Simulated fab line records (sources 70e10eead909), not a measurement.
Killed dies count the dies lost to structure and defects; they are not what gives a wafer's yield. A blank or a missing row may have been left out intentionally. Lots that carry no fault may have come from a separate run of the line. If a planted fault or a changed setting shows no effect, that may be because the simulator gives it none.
Matching of chambers -- flow nand-harc -- NHARC_A_STAIRCASE_ETCH_444 on rie-diel-02 has 4 sister chambers
The step etches the open film in C4F8/O2, target depth 20400 nm, time 6800 s. 22 wafers are shown with their chamber, then 11 later ones without.

WAFERS WITH THEIR CHAMBER
wafer,chamber,rf-vpp-V (V),oes-product-au (a.u.)
L076.2,0,800,0.967
L076.5,1,808,0.969
L076.6,0,801,0.970
L080.1,3,813,0.928
L080.4,0,799,0.919
L080.6,2,801,0.935
L081.1,1,809,0.941
L081.4,0,800,0.922
L081.6,3,812,0.913
L082.1,2,800,0.928
L082.2,1,810,0.939
L082.4,3,814,0.916
L083.2,3,814,0.921
L083.4,1,808,0.945
L083.5,0,800,0.916
L085.1,0,800,0.907
L085.5,2,801,0.923
L085.6,1,810,0.936
L088.1,0,798,0.926
L088.3,1,807,0.954
L088.4,2,801,0.927
L089.3,2,801,0.920

SIGNATURES (means of the wafers above)
reading,chamber 0,chamber 1,chamber 2,chamber 3,scatter within a chamber
rf-vpp-V,799.71,808.67,800.80,813.25,0.952
oes-product-au,0.93243,0.94733,0.92660,0.91950,0.0164
Rule: for a wafer and a chamber, the distance is found by dividing, reading by reading, the gap between the wafer's reading and the chamber's mean by the reading's scatter, squaring, summing and taking the root. The wafer belongs to the nearest chamber; if the next one is less than 2 further off, it can't be placed. The scatter is the square root of a quotient: the sum, over the shown wafers, of each reading's squared deviation from its chamber's mean, divided by wafers minus chambers.

WAFERS WITH NO CHAMBER GIVEN
wafer,rf-vpp-V (V),oes-product-au (a.u.)
L089.4,809,0.951
L089.5,808,0.940
L093.2,813,0.936
L093.3,799,0.953
L093.6,801,0.958
L096.1,799,0.977
L096.3,808,0.992
L096.6,799,0.964
L097.2,809,0.930
L097.5,809,0.931
L097.6,799,0.925

WHICH CHAMBER EACH WENT THROUGH
wafer,from the rows above,in truth
L089.4,1,1
L089.5,1,1
L093.2,3,3
L093.3,can't be placed: 0 or 2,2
L093.6,can't be placed: 2 or 0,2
L096.1,can't be placed: 0 or 2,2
L096.3,1,1
L096.6,can't be placed: 0 or 2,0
L097.2,1,1
L097.5,1,1
L097.6,can't be placed: 0 or 2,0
Correctly placed: 6 of 11. Can't be placed from these rows: 5 (the true chamber is among the candidates in 5). Placed wrongly: 0.
